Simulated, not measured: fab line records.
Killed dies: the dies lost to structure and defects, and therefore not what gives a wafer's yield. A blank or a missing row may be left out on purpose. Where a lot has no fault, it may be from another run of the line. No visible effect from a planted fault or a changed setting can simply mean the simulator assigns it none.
Chamber matching :: flow n5Finfet :: 4 sister chambers for N5_BEOL_M0_CUTY_DESCUM_61 on rieDiel-01
The step chemistry O2, time 7.9 s. 8 wafers are shown with their chamber, then 7 later ones without.

## WAFERS PAIRED WITH THEIR CHAMBERS
wafer: L077.5
chamber: 0
throttleValvePct (%): 20.31
showerheadPlenumPTorr (Torr): 2.16

wafer: L078.3
chamber: 1
throttleValvePct (%): 21.06
showerheadPlenumPTorr (Torr): 2.01

wafer: L078.4
chamber: 3
throttleValvePct (%): 20.52
showerheadPlenumPTorr (Torr): 2.09

wafer: L078.6
chamber: 0
throttleValvePct (%): 20.31
showerheadPlenumPTorr (Torr): 2.16

wafer: L081.4
chamber: 3
throttleValvePct (%): 20.52
showerheadPlenumPTorr (Torr): 2.09

wafer: L081.5
chamber: 2
throttleValvePct (%): 20.59
showerheadPlenumPTorr (Torr): 2.08

wafer: L086.1
chamber: 1
throttleValvePct (%): 21.09
showerheadPlenumPTorr (Torr): 2.00

wafer: L086.5
chamber: 2
throttleValvePct (%): 20.61
showerheadPlenumPTorr (Torr): 2.07

## WAFERS MISSING THEIR CHAMBER
wafer: L086.6
throttleValvePct (%): 20.53
showerheadPlenumPTorr (Torr): 2.08

wafer: L087.1
throttleValvePct (%): 20.61
showerheadPlenumPTorr (Torr): 2.07

wafer: L087.3
throttleValvePct (%): 20.35
showerheadPlenumPTorr (Torr): 2.15

wafer: L087.6
throttleValvePct (%): 20.62
showerheadPlenumPTorr (Torr): 2.07

wafer: L093.1
throttleValvePct (%): 20.37
showerheadPlenumPTorr (Torr): 2.15

wafer: L093.2
throttleValvePct (%): 21.11
showerheadPlenumPTorr (Torr): 2.00

wafer: L093.4
throttleValvePct (%): 20.63
showerheadPlenumPTorr (Torr): 2.07

## WHICH CHAMBER EACH ONE RAN IN
wafer: L086.6
from the rows above: 3
in truth: 3

wafer: L087.1
from the rows above: 2
in truth: 2

wafer: L087.3
from the rows above: 0
in truth: 0

wafer: L087.6
from the rows above: 2
in truth: 2

wafer: L093.1
from the rows above: 0
in truth: 0

wafer: L093.2
from the rows above: 1
in truth: 1

wafer: L093.4
from the rows above: 2
in truth: 2
Correctly placed: 7 of 7. Not placeable from these rows: 0. Number placed wrongly: 0.
How it was worked out, from the rows above alone: a wafer's distance from a chamber is the root of the sum, over the readings, of the square of ((its reading less the chamber's mean) divided by the reading's scatter). The wafer belongs to the nearest chamber; if the next one is less than 2 further off, it can't be placed. A chamber's mean is the mean of its shown wafers. The scatter: take each reading less its chamber's mean, square it, sum over the shown wafers, divide by the number of wafers less the number of chambers, and take the root.
